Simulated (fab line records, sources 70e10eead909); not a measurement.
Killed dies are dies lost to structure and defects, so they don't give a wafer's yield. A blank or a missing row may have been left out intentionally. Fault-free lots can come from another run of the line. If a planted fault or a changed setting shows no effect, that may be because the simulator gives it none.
Which tool was responsible? + flow nandHarc + 6 lots (18 wafers sampled), 1 step of a 1159-step route

== WHAT THE GAUGES SHOWED, per wafer ==
NHARC_A_SGD_CUT_CD_MEAS_09: target cd 100 nm.
| lot  | measured     | on       | cdNm (nm)         |
|------|--------------|----------|-------------------|
| L595 | day 13 22:49 | cdSem-01 | 100.3 101.4 100.5 |
| L597 | day 14 20:23 | cdSem-02 | 100.2 100.2 100.4 |
| L600 | day 15 14:13 | cdSem-02 | 100.2 100.7 100.1 |
| L601 | day 16 00:16 | cdSem-03 | 100.8 100.2 100.5 |
| L612 | day 18 12:21 | cdSem-01 | 101.1 100.2 100.2 |
| L616 | day 19 14:37 | cdSem-03 | 99.8 100.4 100.1  |

== EACH LOT AND THE TOOL THAT RAN IT (in order: tool; ch and the chambers of the sampled wafers; start) ==
Before these readings, the record contains no process step.

== THE ANSWER, worked out from the rows above alone ==
Rule: the lots themselves supply what counts as usual. Put in order of their means at a reading, lots are off if they are a third of the lots or fewer, leave a main group of 4 or more, and stand apart from it by a gap of 3 or more times the standard deviation of the main group's means; of several such gaps the widest counts. A main group whose means are all the same, to the digits that the tables above print for the reading, isn't used. Also off: a lot with no number at a reading for which 4 or more lots have one. Any other lot the step has rows for is counted as sound.
No lot is off at any reading shown: from this, nothing can be told.

== WHAT HAD BEEN PUT IN BY THE SIMULATOR ==
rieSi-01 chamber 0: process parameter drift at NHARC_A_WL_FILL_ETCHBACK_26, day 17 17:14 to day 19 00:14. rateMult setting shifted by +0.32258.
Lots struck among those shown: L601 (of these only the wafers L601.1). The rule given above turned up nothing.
